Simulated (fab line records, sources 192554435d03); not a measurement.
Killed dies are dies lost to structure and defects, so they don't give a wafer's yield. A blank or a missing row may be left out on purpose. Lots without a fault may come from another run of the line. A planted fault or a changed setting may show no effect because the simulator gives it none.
Chamber matching | flow n5_finfet | N5_SD_EPI_N_ETCH_34 on rie_diel-04: 4 sister chambers
The step etches SiARC in CF4, target depth 45.5 nm, time 75.8 s. 4 wafers are shown with their chamber, then 7 later ones without.

WAFERS WITH THEIR CHAMBER
wafer  | chamber | drypump_motor_current_A (A)
L483.2 | 2       | 6.0
L483.5 | 1       | 5.9
L484.3 | 3       | 5.1
L484.4 | 0       | 5.9

WAFERS WITHOUT THEIR CHAMBER
wafer  | drypump_motor_current_A (A)
L484.6 | 5.9
L487.2 | 5.8
L487.4 | 5.1
L487.5 | 6.0
L489.3 | 5.2
L489.5 | 5.1
L489.6 | 6.0

WHICH CHAMBER EACH WENT THROUGH
wafer  | from the rows above          | in truth
L484.6 | can't be placed: 0 or 1 or 2 | 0
L487.2 | can't be placed: 0 or 1 or 2 | 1
L487.4 | 3                            | 3
L487.5 | can't be placed: 2 or 0 or 1 | 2
L489.3 | 3                            | 3
L489.5 | 3                            | 3
L489.6 | can't be placed: 2 or 0 or 1 | 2
Placed correctly: 3 of 7. Can't be placed from these rows: 4 (the true chamber is among the candidates in 4). Placed wrongly: 0.
How it was worked out, from the rows above alone: a wafer's distance from a chamber is the root of the sum, over the readings, of the square of ((its reading less the chamber's mean) divided by the reading's scatter). The wafer belongs to the nearest chamber; if the next one is less than 2 further off, it can't be placed. A chamber's mean is the mean of its shown wafers. The scatter: with one shown wafer a chamber, the root of the mean of the squares of how far each hidden wafer lies from its nearest shown one.
